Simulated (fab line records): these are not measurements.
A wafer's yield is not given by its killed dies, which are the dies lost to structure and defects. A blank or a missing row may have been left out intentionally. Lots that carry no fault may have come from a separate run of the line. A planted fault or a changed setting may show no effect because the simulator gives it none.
fab line records	flow n5Finfet
[record] lots = 24	wafers = 72	lastDay = 18
route steps=1938 shown GATE_CUT@516 MOL_CONTACT_COAG@545
lots that met no fault: from a run of the same line without faults
startH: hours from the record's opening day to when the first of the lot's shown wafers began	waitH: hours elapsed since this lot's preceding step	" unchanged from the row above	L1.1+2: several wafers, shown together as one row	- no value, or no start given	* or withheld: withheld	< > ~ a bound
route shown NAME@n: a module of which the file shows steps, and the number in the route of the first	usual: average and standard deviation across the fault-free wafers	same: alike in all rows	chamber/n: place in a boat	sites: per-site readings	_std_site: standard deviation of those values	_edge_site: the outer-site mean with the inner-site mean subtracted	radiusMm: how far each site lies from the wafer's centre	mask NAME#n: copy n	behind: the last tool/chamber to shape the wafer	hold: what put the lot on hold/how long, in hours/how the hold closed	device: which transistor (n, p or np) failed to switch	end of line: tests run on the same wafers once the route is complete	for a step that has no rows: nothing shown but its recipe	killed: at the first sort, the dies lost to defects and structure; wafer yield is something else	map: dies across one wafer; x = killed, . = not, _ = none there
set.NAME: the setting as run; set.NAME@STEP: as run at that earlier step	model.NAME: the simulator's own value behind a step, which no gauge read
the route's steps for a sample of lots (tables are steps, rows are wafers)
services: the hour from which a tool's chamber was out of use, counted from the record's first day as startH (under 0 if before that day), plus the number of hours and why
[[steps]]
[step N5_GATE_CUT_INSPECT_26]
[recipe] inspectInstrument = darkfield	mode = postCmp
[usual] rawDefectCount = 35/14
lot.wafer	tool	chamber	startH	waitH	rawDefectCount
L074.3	defectInspect-02	-	86.39	0.0	22
L074.4	"	-	"	"	27
L074.5	"	-	"	"	12
L075.2	defectInspect-02	-	97.55	0.0	26
L075.5	"	-	"	"	36
L075.6	"	-	"	"	30
L076.1	defectInspect-02	-	111.24	0.0	21
L076.4	"	-	"	"	37
L076.6	"	-	"	"	33
L077.3	defectInspect-01	-	118.22	0.0	39
L077.5	"	-	"	"	40
L077.6	"	-	"	"	23
L078.1	defectInspect-01	-	119.39	0.0	28
L078.2	"	-	"	"	18
L078.5	"	-	"	"	16
L079.3	defectInspect-02	-	122.68	0.0	14
L079.4	"	-	"	"	28
L079.6	"	-	"	"	30
L080.3	defectInspect-02	-	128.42	0.0	30
L080.4	"	-	"	"	52
L080.5	"	-	"	"	18
L081.1	defectInspect-02	-	132.25	0.0	69
L081.5	"	-	"	"	70
L081.6	"	-	"	"	45
L082.2	defectInspect-01	-	137.98	0.0	38
L082.3	"	-	"	"	35
L082.6	"	-	"	"	52
L083.2	defectInspect-02	-	145.56	0.0	41
L083.5	"	-	"	"	34
L083.6	"	-	"	"	26
L084.1	defectInspect-02	-	150.61	0.0	32
L084.3	"	-	"	"	23
L084.4	"	-	"	"	41
L085.1	defectInspect-02	-	155.97	0.0	44
L085.4	"	-	"	"	20
L085.6	"	-	"	"	25
L086.1	defectInspect-01	-	169.50	0.0	45
L086.3	"	-	"	"	40
L086.5	"	-	"	"	39
L087.1	defectInspect-02	-	171.07	0.0	48
L087.4	"	-	"	"	50
L087.5	"	-	"	"	70
L088.1	defectInspect-02	-	179.18	0.0	36
L088.3	"	-	"	"	30
L088.4	"	-	"	"	20
L089.1	defectInspect-01	-	181.53	0.0	23
L089.4	"	-	"	"	29
L089.5	"	-	"	"	39
L090.1	defectInspect-02	-	190.21	0.0	42
L090.2	"	-	"	"	27
L090.5	"	-	"	"	22
L091.2	defectInspect-02	-	195.49	0.0	28
L091.3	"	-	"	"	26
L091.6	"	-	"	"	13
L092.2	defectInspect-01	-	197.63	0.0	31
L092.3	"	-	"	"	50
L092.4	"	-	"	"	49
L093.1	defectInspect-02	-	206.31	0.0	41
L093.3	"	-	"	"	44
L093.6	"	-	"	"	20
L094.2	defectInspect-01	-	207.82	0.0	41
L094.3	"	-	"	"	55
L094.5	"	-	"	"	69
L095.1	defectInspect-02	-	214.46	0.0	21
L095.3	"	-	"	"	25
L095.4	"	-	"	"	20
L097.1	defectInspect-01	-	223.23	0.0	66
L097.3	"	-	"	"	40
L097.5	"	-	"	"	50
L096.1	defectInspect-02	-	225.54	0.0	50
L096.3	"	-	"	"	33
L096.5	"	-	"	"	28
[step N5_MOL_CONTACT_COAG_SIL_ANNEAL_21]
[recipe] tempC = 550	timeS = 60	ambient = N2
[usual] lampPowerPct = 6.5/0.32	wafer_temp_C_max = 552.9/0.99
lot.wafer	tool	chamber	startH	waitH	lampPowerPct	wafer_temp_C_max
L074.3	rtpAnneal-01	0	89.60	0.3	6.8	552.0
L074.4	"	0	"	"	6.8	552.3
L074.5	"	0	"	"	6.8	551.5
L075.2	rtpAnneal-02	0	99.46	0.2	6.2	554.1
L075.5	"	0	"	"	6.2	553.7
L075.6	"	0	"	"	6.2	554.7
L076.1	rtpAnneal-01	0	113.28	0.2	6.8	552.1
L076.4	"	0	"	"	6.8	552.1
L076.6	"	0	"	"	6.8	552.5
L077.3	rtpAnneal-02	0	120.84	0.3	6.2	553.2
L077.5	"	0	"	"	6.2	553.9
L077.6	"	0	"	"	6.2	553.8
L078.1	rtpAnneal-01	0	121.60	0.2	6.8	552.1
L078.2	"	0	"	"	6.8	552.4
L078.5	"	0	"	"	6.8	551.7
L079.3	rtpAnneal-02	0	126.74	0.3	6.2	553.6
L079.4	"	0	"	"	6.2	553.0
L079.6	"	0	"	"	6.2	553.2
L080.3	rtpAnneal-02	0	130.63	0.4	6.2	553.7
L080.4	"	0	"	"	6.2	553.2
L080.5	"	0	"	"	6.2	554.4
L081.1	rtpAnneal-02	0	135.04	0.2	6.2	552.9
L081.5	"	0	"	"	6.2	553.4
L081.6	"	0	"	"	6.2	553.9
L082.2	rtpAnneal-01	0	140.16	0.2	6.8	551.9
L082.3	"	0	"	"	6.8	551.9
L082.6	"	0	"	"	6.8	551.7
L083.2	rtpAnneal-02	0	147.81	0.2	6.2	553.2
L083.5	"	0	"	"	6.2	554.6
L083.6	"	0	"	"	6.2	553.1
L084.1	rtpAnneal-01	0	152.74	0.2	6.8	551.9
L084.3	"	0	"	"	6.8	552.3
L084.4	"	0	"	"	6.8	551.4
L085.1	rtpAnneal-01	0	157.83	0.2	6.8	552.6
L085.4	"	0	"	"	6.8	552.6
L085.6	"	0	"	"	6.8	552.3
L086.1	rtpAnneal-02	0	172.89	0.2	6.2	553.0
L086.3	"	0	"	"	6.2	553.5
L086.5	"	0	"	"	6.2	555.7
L087.1	rtpAnneal-02	0	173.07	0.3	6.2	553.2
L087.4	"	0	"	"	6.2	554.5
L087.5	"	0	"	"	6.2	553.2
L088.1	rtpAnneal-02	0	181.54	0.2	6.2	553.0
L088.3	"	0	"	"	6.2	554.6
L088.4	"	0	"	"	6.2	552.8
L089.1	rtpAnneal-01	0	183.73	0.4	6.8	551.7
L089.4	"	0	"	"	6.8	550.8
L089.5	"	0	"	"	6.8	552.0
L090.1	rtpAnneal-02	0	192.94	0.2	6.2	553.5
L090.2	"	0	"	"	6.2	553.4
L090.5	"	0	"	"	6.2	553.0
L091.2	rtpAnneal-02	0	198.44	0.2	6.2	553.6
L091.3	"	0	"	"	6.2	552.9
L091.6	"	0	"	"	6.2	553.2
L092.2	rtpAnneal-01	0	199.55	0.3	6.8	552.5
L092.3	"	0	"	"	6.8	551.7
L092.4	"	0	"	"	6.8	552.1
L093.1	rtpAnneal-01	0	209.36	0.3	6.8	551.5
L093.3	"	0	"	"	6.8	551.8
L093.6	"	0	"	"	6.8	551.5
L094.2	rtpAnneal-02	0	209.83	0.2	6.2	553.8
L094.3	"	0	"	"	6.2	553.0
L094.5	"	0	"	"	6.2	553.7
L095.1	rtpAnneal-02	0	216.75	0.2	6.2	552.8
L095.3	"	0	"	"	6.2	552.8
L095.4	"	0	"	"	6.2	552.8
L097.1	rtpAnneal-01	0	225.40	0.2	6.8	552.3
L097.3	"	0	"	"	6.8	551.5
L097.5	"	0	"	"	6.8	551.8
L096.1	rtpAnneal-01	0	227.62	0.2	6.8	552.2
L096.3	"	0	"	"	6.8	551.3
L096.5	"	0	"	"	6.8	551.6
[step N5_MOL_CONTACT_COAG_CMP_23]
[recipe] stopOn = SiO2	tOverpolishS = 1.5	postCmpClean = cuAlkaline	downForcePsi = 2	platenRpm = 50.289	padVelocityMS = 1.0006	targetThkNm = 0
[usual] motorCurrentA = 7.6/0.57	overpolishRunS = 1.500/0.0087	timeToEndpointS = 9.1/2.3
lot.wafer	tool	chamber	startH	waitH	motorCurrentA	overpolishRunS	timeToEndpointS
L074.4	cmp-01	3	92.81	0.1	6.8	1.490	9.0
L074.3	"	0	"	"	7.5	1.504	11.5
L074.5	"	1	"	"	7.9	1.479	11.6
L075.2	cmp-04	2	102.48	0.0	8.3	1.498	13.5
L075.5	"	2	"	"	8.1	1.499	13.5
L075.6	"	3	"	"	7.3	1.498	9.9
L076.4	cmp-04	3	117.69	0.2	7.6	1.499	5.7
L076.1	"	2	"	"	8.6	1.506	7.6
L076.6	"	3	"	"	7.3	1.510	5.2
L077.3	cmp-01	0	128.97	0.1	7.2	1.508	8.5
L077.6	"	2	"	"	8.2	1.497	8.6
L077.5	"	3	"	"	6.4	1.502	8.3
L078.1	cmp-04	3	129.09	0.0	7.2	1.498	8.4
L078.2	"	0	"	"	8.2	1.512	11.8
L078.5	"	3	"	"	7.6	1.502	7.0
L079.4	cmp-04	0	130.99	0.0	8.2	1.496	13.3
L079.3	"	2	"	"	8.3	1.499	8.1
L079.6	"	1	"	"	7.1	1.507	6.7
L080.3	cmp-04	0	135.01	0.1	8.0	1.502	8.7
L080.4	"	1	"	"	6.9	1.501	7.5
L080.5	"	0	"	"	8.2	1.492	8.0
L081.1	cmp-04	2	138.67	0.0	8.5	1.516	9.9
L081.5	"	2	"	"	8.3	1.504	9.0
L081.6	"	3	"	"	7.3	1.514	8.9
L082.3	cmp-01	3	145.51	0.1	6.8	1.519	7.6
L082.2	"	0	"	"	6.9	1.501	9.7
L082.6	"	0	"	"	7.3	1.503	12.0
L083.2	cmp-04	1	151.24	0.1	7.0	1.507	5.2
L083.6	"	0	"	"	8.2	1.512	8.5
L083.5	"	1	"	"	7.5	1.501	4.2
L084.4	cmp-03	2	157.08	0.1	7.3	1.499	9.0
L084.1	"	3	"	"	8.2	1.501	9.1
L084.3	"	0	"	"	8.0	1.501	7.4
L085.4	cmp-03	2	160.63	0.0	6.9	1.520	10.0
L085.1	"	1	"	"	7.6	1.512	10.7
L085.6	"	2	"	"	7.3	1.498	9.3
L086.3	cmp-04	2	177.42	0.1	8.3	1.499	8.4
L086.1	"	3	"	"	7.3	1.510	7.0
L086.5	"	1	"	"	7.3	1.506	8.5
L087.1	cmp-04	3	177.69	0.0	7.0	1.501	8.8
L087.4	"	2	"	"	8.0	1.498	7.6
L087.5	"	0	"	"	8.3	1.501	10.9
L088.1	cmp-04	2	185.71	0.0	8.7	1.503	7.8
L088.3	"	3	"	"	7.4	1.495	6.4
L088.4	"	1	"	"	6.9	1.500	5.1
L089.4	cmp-03	0	188.83	0.0	8.0	1.499	8.8
L089.1	"	2	"	"	7.3	1.485	8.3
L089.5	"	1	"	"	7.4	1.491	10.0
L090.1	cmp-01	0	198.43	0.0	6.9	1.493	11.5
L090.2	"	3	"	"	6.3	1.490	11.4
L090.5	"	0	"	"	7.1	1.489	11.2
L091.3	cmp-01	1	202.05	0.0	7.5	1.482	13.8
L091.2	"	3	"	"	6.6	1.493	7.8
L091.6	"	2	"	"	8.1	1.508	9.4
L092.4	cmp-03	0	204.58	0.0	8.0	1.497	4.3
L092.3	"	1	"	"	7.1	1.493	8.8
L092.2	"	3	"	"	8.4	1.509	5.9
L093.3	cmp-03	2	213.02	0.1	8.3	1.489	5.5
L093.1	"	3	"	"	8.6	1.509	5.8
L093.6	"	2	"	"	7.0	1.496	9.2
L094.3	cmp-03	3	213.34	0.0	8.5	1.501	10.4
L094.2	"	1	"	"	7.2	1.514	12.0
L094.5	"	3	"	"	8.4	1.503	8.8
L095.4	cmp-01	1	221.72	0.0	7.9	1.505	11.2
L095.1	"	2	"	"	7.6	1.491	9.7
L095.3	"	3	"	"	6.8	1.485	8.5
L097.1	cmp-04	0	230.05	0.0	7.4	1.521	11.4
L097.3	"	2	"	"	7.7	1.495	10.6
L097.5	"	0	"	"	7.7	1.490	11.4
L096.3	cmp-04	1	235.18	0.0	7.1	1.507	9.0
L096.1	"	0	"	"	8.0	1.513	14.0
L096.5	"	1	"	"	7.3	1.514	10.4
[step N5_MOL_CONTACT_COAG_CD_MEAS_137]
[recipe] targetCdNm = 16
[usual] cdNm = 15.7/0.39
lot.wafer	tool	chamber	startH	waitH	cdNm
L074.3	cdSem-01	-	99.48	0.0	15.6
L074.4	"	-	"	"	15.8
L074.5	"	-	"	"	15.8
L075.2	cdSem-01	-	108.64	0.0	15.6
L075.5	"	-	"	"	15.7
L075.6	"	-	"	"	15.5
L076.1	cdSem-03	-	123.55	0.0	15.5
L076.4	"	-	"	"	15.6
L076.6	"	-	"	"	15.1
L077.3	cdSem-02	-	134.28	0.0	14.8
L077.5	"	-	"	"	15.3
L077.6	"	-	"	"	15.8
L078.1	cdSem-01	-	135.83	0.0	16.2
L078.2	"	-	"	"	16.1
L078.5	"	-	"	"	16.1
L079.3	cdSem-01	-	137.76	0.0	16.0
L079.4	"	-	"	"	15.7
L079.6	"	-	"	"	16.0
L080.3	cdSem-02	-	140.13	0.0	15.3
L080.4	"	-	"	"	16.3
L080.5	"	-	"	"	16.1
L081.1	cdSem-02	-	143.29	0.0	15.5
L081.5	"	-	"	"	15.1
L081.6	"	-	"	"	16.8
L082.2	cdSem-02	-	150.64	0.0	16.3
L082.3	"	-	"	"	15.6
L082.6	"	-	"	"	15.8
L083.2	cdSem-01	-	155.82	0.0	15.7
L083.5	"	-	"	"	15.2
L083.6	"	-	"	"	15.2
L084.1	cdSem-01	-	162.55	0.0	15.3
L084.3	"	-	"	"	16.3
L084.4	"	-	"	"	15.8
L085.1	cdSem-01	-	166.84	0.0	16.1
L085.4	"	-	"	"	16.2
L085.6	"	-	"	"	16.1
L086.1	cdSem-03	-	185.11	0.0	15.3
L086.3	"	-	"	"	15.1
L086.5	"	-	"	"	15.6
L087.1	cdSem-01	-	185.43	0.0	16.2
L087.4	"	-	"	"	15.9
L087.5	"	-	"	"	15.7
L088.1	cdSem-01	-	192.86	0.0	15.0
L088.3	"	-	"	"	15.6
L088.4	"	-	"	"	14.9
L089.1	cdSem-01	-	194.81	0.0	15.0
L089.4	"	-	"	"	15.6
L089.5	"	-	"	"	15.2
L090.1	cdSem-01	-	203.37	0.0	16.4
L090.2	"	-	"	"	16.2
L090.5	"	-	"	"	16.3
L091.2	cdSem-03	-	207.34	0.0	15.0
L091.3	"	-	"	"	15.7
L091.6	"	-	"	"	15.6
L092.2	cdSem-01	-	209.64	0.0	16.0
L092.3	"	-	"	"	15.5
L092.4	"	-	"	"	15.4
L093.1	cdSem-01	-	218.36	0.0	15.4
L093.3	"	-	"	"	16.2
L093.6	"	-	"	"	16.0
L094.2	cdSem-03	-	219.11	0.0	16.2
L094.3	"	-	"	"	15.5
L094.5	"	-	"	"	15.5
L095.1	cdSem-02	-	226.45	0.0	15.3
L095.3	"	-	"	"	15.1
L095.4	"	-	"	"	16.1
L097.1	cdSem-01	-	237.82	0.0	16.4
L097.3	"	-	"	"	15.9
L097.5	"	-	"	"	15.9
L096.1	cdSem-03	-	240.12	0.0	15.4
L096.3	"	-	"	"	15.8
L096.5	"	-	"	"	15.6
[step N5_MOL_CONTACT_COAG_ETCH_65]
[recipe] chemistry = N2/H2	target = underlayer	targetDepthA = 130	maskMaterial = CAR-EUV	timeS = 10.4	ionEnergyEv = 200	pressureMtorr = 30	sourceW = 840	biasW = 150	n2FlowSccm = 200	h2FlowSccm = 200	ends = cleared
[usual] drypumpMotorCurrentA = 5.9/0.51	etchRfOnTimeS = 10.35/0.26	oesProductAu = 0.67/0.081	rfVppV = 524.0/2.7	showerheadPlenumPTorr = 2.55/0.098	throttleValvePct = 17.84/0.25
lot.wafer	tool	chamber	startH	waitH	drypumpMotorCurrentA	etchRfOnTimeS	oesProductAu	rfHoursCounterH	rfVppV	showerheadPlenumPTorr	throttleValvePct
L074.3	rieDiel-03	0	99.96	0.0	5.6	10.01	0.66	161	524.4	2.55	17.93
L074.4	"	1	"	"	5.3	10.38	0.75	38	525.3	2.60	17.51
L074.5	"	1	"	"	5.3	10.37	0.75	-	523.9	2.60	17.50
L075.2	rieDiel-02	2	109.36	0.0	5.2	10.58	0.61	206	528.2	2.65	18.35
L075.5	"	3	"	"	5.6	9.76	0.66	-	524.1	2.54	17.81
L075.6	"	0	"	"	5.3	10.48	0.62	-	519.8	2.41	17.55
L076.1	rieDiel-04	2	124.16	0.0	5.6	10.73	0.61	206	521.8	2.42	17.98
L076.4	"	1	"	"	6.3	10.08	0.59	233	523.8	2.51	17.74
L076.6	"	3	"	"	6.4	10.30	0.78	-	524.9	2.60	17.79
L077.3	rieDiel-03	0	135.05	0.0	5.6	9.98	0.65	174	524.7	2.55	17.94
L077.5	"	2	"	"	5.4	10.13	0.71	-	525.2	2.55	17.52
L077.6	"	1	"	"	5.3	10.52	0.74	-	524.8	2.59	17.54
L078.1	rieDiel-02	3	136.50	0.0	5.6	9.76	0.65	160	525.2	2.54	17.83
L078.2	"	1	"	"	6.2	10.36	0.62	202	525.3	2.63	17.90
L078.5	"	3	"	"	5.6	9.76	0.66	-	524.6	2.54	17.84
L079.3	rieDiel-02	2	138.64	0.0	5.3	10.41	0.61	217	525.8	2.64	18.35
L079.4	"	0	"	"	5.3	10.38	0.62	191	521.0	2.40	17.58
L079.6	"	1	"	"	6.2	10.46	0.61	-	525.9	2.63	17.88
L080.3	rieDiel-02	2	140.73	0.0	5.2	10.41	0.61	218	525.9	2.64	18.39
L080.4	"	3	"	"	5.6	9.66	0.66	162	523.8	2.54	17.83
L080.5	"	1	"	"	6.3	10.55	0.61	-	525.7	2.63	17.88
L081.1	rieDiel-04	3	143.90	0.0	6.4	10.39	0.78	22	525.0	2.59	17.77
L081.5	"	0	"	"	6.7	10.38	0.58	-	517.8	2.41	18.27
L081.6	"	3	"	"	6.4	10.29	0.79	-	524.9	2.59	17.77
L082.2	rieDiel-04	3	151.31	0.0	6.5	10.42	0.77	25	525.4	2.59	17.78
L082.3	"	2	"	"	5.6	10.92	0.60	215	520.4	2.42	17.99
L082.6	"	0	"	"	6.7	10.49	0.58	-	519.3	2.41	18.27
L083.2	rieDiel-02	0	156.42	0.0	5.3	10.49	0.61	195	519.0	2.40	17.57
L083.5	"	3	"	"	5.7	9.93	0.65	-	523.8	2.53	17.83
L083.6	"	0	"	"	5.3	10.48	0.61	-	519.8	2.40	17.58
L084.1	rieDiel-04	1	163.23	0.0	6.3	10.14	0.59	247	522.9	2.50	17.76
L084.3	"	3	"	"	6.4	10.28	0.77	29	524.3	2.59	17.79
L084.4	"	2	"	"	5.6	10.81	0.59	221	521.1	2.42	18.00
L085.1	rieDiel-04	1	167.36	0.0	6.3	10.24	0.58	249	524.2	2.50	17.75
L085.4	"	1	"	"	6.3	10.31	0.58	-	522.3	2.50	17.76
L085.6	"	2	"	"	5.6	10.89	0.60	-	520.0	2.41	18.01
L086.1	rieDiel-03	3	185.58	0.0	5.7	10.36	0.83	4	529.3	2.70	17.61
L086.3	"	2	"	"	5.5	10.30	0.68	103	523.9	2.54	17.57
L086.5	"	3	"	"	5.7	10.31	0.83	-	528.8	2.70	17.60
L087.1	rieDiel-02	0	185.91	0.0	5.3	10.38	0.61	204	519.3	2.40	17.59
L087.4	"	3	"	"	5.6	9.84	0.64	175	525.1	2.53	17.86
L087.5	"	0	"	"	5.3	10.49	0.61	-	519.5	2.40	17.60
L088.1	rieDiel-02	1	194.05	0.0	6.2	10.71	0.60	219	526.2	2.63	17.91
L088.3	"	3	"	"	5.6	9.84	0.64	177	522.5	2.53	17.85
L088.4	"	0	"	"	5.3	10.47	0.60	207	520.5	2.40	17.63
L089.1	rieDiel-04	3	195.47	0.0	6.4	10.38	0.74	44	524.7	2.58	17.80
L089.4	"	0	"	"	6.7	10.43	0.79	-	528.2	2.73	17.85
L089.5	"	2	"	"	5.6	10.86	0.58	-	518.7	2.41	18.02
L090.1	rieDiel-04	1	203.84	0.0	6.3	10.07	0.86	1	522.1	2.50	17.41
L090.2	"	0	"	"	6.7	10.28	0.79	9	526.9	2.73	17.86
L090.5	"	3	"	"	6.4	10.33	0.74	-	525.4	2.58	17.83
L091.2	rieDiel-03	1	207.82	0.0	5.3	10.46	0.70	84	526.1	2.58	17.59
L091.3	"	0	"	"	5.6	10.18	0.63	203	523.3	2.53	17.97
L091.6	"	0	"	"	5.6	10.17	0.62	-	524.5	2.53	17.98
L092.2	rieDiel-03	3	210.13	0.0	5.7	10.33	0.81	7	527.7	2.70	17.61
L092.3	"	0	"	"	5.6	10.18	0.62	203	524.1	2.53	18.00
L092.4	"	2	"	"	5.5	10.18	0.67	112	523.8	2.54	17.60
L093.1	rieDiel-02	2	219.02	0.0	5.2	10.61	0.59	242	526.3	2.63	18.40
L093.3	"	1	"	"	6.2	10.67	0.60	227	526.3	2.62	17.93
L093.6	"	2	"	"	5.2	10.61	0.59	-	526.4	2.63	18.40
L094.2	rieDiel-04	0	219.67	0.0	6.7	10.23	0.78	14	528.2	2.73	17.87
L094.3	"	1	"	"	6.3	9.99	0.83	6	523.6	2.49	17.43
L094.5	"	1	"	"	6.3	9.99	0.84	-	522.8	2.49	17.42
L095.1	rieDiel-04	0	227.05	0.0	6.7	10.30	0.77	17	529.8	2.72	17.88
L095.3	"	1	"	"	6.3	10.04	0.84	9	524.9	2.49	17.42
L095.4	"	3	"	"	6.4	10.49	0.73	55	525.3	2.58	17.84
L097.1	rieDiel-03	0	238.29	0.0	5.6	10.10	0.62	211	522.4	2.53	17.99
L097.3	"	2	"	"	5.5	10.21	0.67	121	524.0	2.54	17.62
L097.5	"	2	"	"	5.5	10.29	0.66	-	524.5	2.54	17.61
L096.1	rieDiel-04	3	240.72	0.0	6.4	10.47	0.73	61	524.5	2.58	17.85
L096.3	"	0	"	"	6.7	10.31	0.76	22	529.3	2.72	17.88
L096.5	"	0	"	"	6.7	10.29	0.75	-	527.3	2.72	17.89
[step N5_MOL_CONTACT_COAG_THK_MEAS_53]
[recipe] reads = SiO2_of_MOL_CONTACT_COAG_PECVD_31
[usual] VIA_MOL_THK = 43.9/0.67
lot.wafer	tool	chamber	startH	waitH	VIA_MOL_THK[nm]
L074.3	filmMetro-02	-	102.21	-	43.6
L074.4	"	-	"	"	43.4
L074.5	"	-	"	"	43.2
L075.2	filmMetro-01	-	111.40	-	43.1
L075.5	"	-	"	"	45.1
L075.6	"	-	"	"	44.0
L076.1	filmMetro-02	-	125.69	-	43.9
L076.4	"	-	"	"	44.4
L076.6	"	-	"	"	43.5
L077.3	filmMetro-02	-	136.91	-	44.0
L077.5	"	-	"	"	43.7
L077.6	"	-	"	"	44.5
L078.1	filmMetro-01	-	138.43	-	43.9
L078.2	"	-	"	"	43.5
L078.5	"	-	"	"	43.8
L079.3	filmMetro-02	-	140.26	-	43.1
L079.4	"	-	"	"	44.8
L079.6	"	-	"	"	44.4
L080.3	filmMetro-02	-	142.41	-	43.0
L080.4	"	-	"	"	43.5
L080.5	"	-	"	"	44.2
L081.1	filmMetro-01	-	145.48	-	42.6
L081.5	"	-	"	"	43.6
L081.6	"	-	"	"	44.8
L082.2	filmMetro-01	-	152.87	-	44.0
L082.3	"	-	"	"	44.0
L082.6	"	-	"	"	44.8
L083.2	filmMetro-01	-	158.37	-	42.7
L083.5	"	-	"	"	43.4
L083.6	"	-	"	"	43.3
L084.1	filmMetro-01	-	164.85	-	43.8
L084.3	"	-	"	"	43.2
L084.4	"	-	"	"	44.1
L085.1	filmMetro-01	-	169.23	-	42.7
L085.4	"	-	"	"	43.0
L085.6	"	-	"	"	43.2
L086.1	filmMetro-02	-	187.27	-	43.3
L086.3	"	-	"	"	43.1
L086.5	"	-	"	"	43.5
L087.1	filmMetro-02	-	187.89	-	42.7
L087.4	"	-	"	"	43.7
L087.5	"	-	"	"	43.4
L088.1	filmMetro-01	-	195.70	0.1	42.9
L088.3	"	-	"	"	44.0
L088.4	"	-	"	"	43.6
L089.1	filmMetro-01	-	197.03	-	43.2
L089.4	"	-	"	"	42.9
L089.5	"	-	"	"	43.3
L090.1	filmMetro-02	-	205.64	-	44.0
L090.2	"	-	"	"	44.5
L090.5	"	-	"	"	44.4
L091.2	filmMetro-02	-	209.69	-	43.7
L091.3	"	-	"	"	43.0
L091.6	"	-	"	"	44.8
L092.2	filmMetro-02	-	211.66	-	42.7
L092.3	"	-	"	"	44.2
L092.4	"	-	"	"	43.9
L093.1	filmMetro-02	-	220.56	-	43.4
L093.3	"	-	"	"	44.4
L093.6	"	-	"	"	43.8
L094.2	filmMetro-01	-	221.64	-	44.4
L094.3	"	-	"	"	44.7
L094.5	"	-	"	"	44.5
L095.1	filmMetro-01	-	228.60	-	43.9
L095.3	"	-	"	"	44.5
L095.4	"	-	"	"	44.4
L097.1	filmMetro-02	-	239.83	-	43.3
L097.3	"	-	"	"	44.7
L097.5	"	-	"	"	43.9
L096.1	filmMetro-02	-	242.58	-	44.2
L096.3	"	-	"	"	44.9
L096.5	"	-	"	"	44.6
[[services]]
tool	chamber	startH	hours	kind
cmp-03	-	66.86	2.4	repair
cmp-04	-	69.29	5.7	pm
cmp-01	-	78.45	4.0	pm
rieDiel-02	0	79.64	8.6	repair
rieDiel-02	1	79.64	3.7	repair
cmp-01	-	93.49	24.5	repair
cmp-04	-	107.65	2.1	repair
cmp-03	-	112.51	3.3	repair
cmp-01	-	129.78	5.0	pm
rieDiel-02	-	145.40	4.3	pm
rieDiel-02	-	163.03	3.2	repair
cmp-03	-	165.20	3.8	pm
rieDiel-04	0	165.28	-	clean
rieDiel-04	0	165.28	-	consumableReplace:focusRing
rieDiel-04	0	165.28	-	consumableReplace:showerhead
rieDiel-04	0	165.28	18.7	scheduledDown
cmp-01	-	174.35	9.1	pm
rieDiel-03	3	189.80	9.6	repair
cmp-04	-	199.73	4.0	pm
cmp-04	-	203.73	-	consumableReplace:conditioner
cmp-04	-	203.73	-	consumableReplace:pad
cmp-04	-	204.42	1.4	repair
cmp-04	-	218.83	0.5	repair
rieDiel-03	-	219.02	2.8	pm
[[key]]
fault none
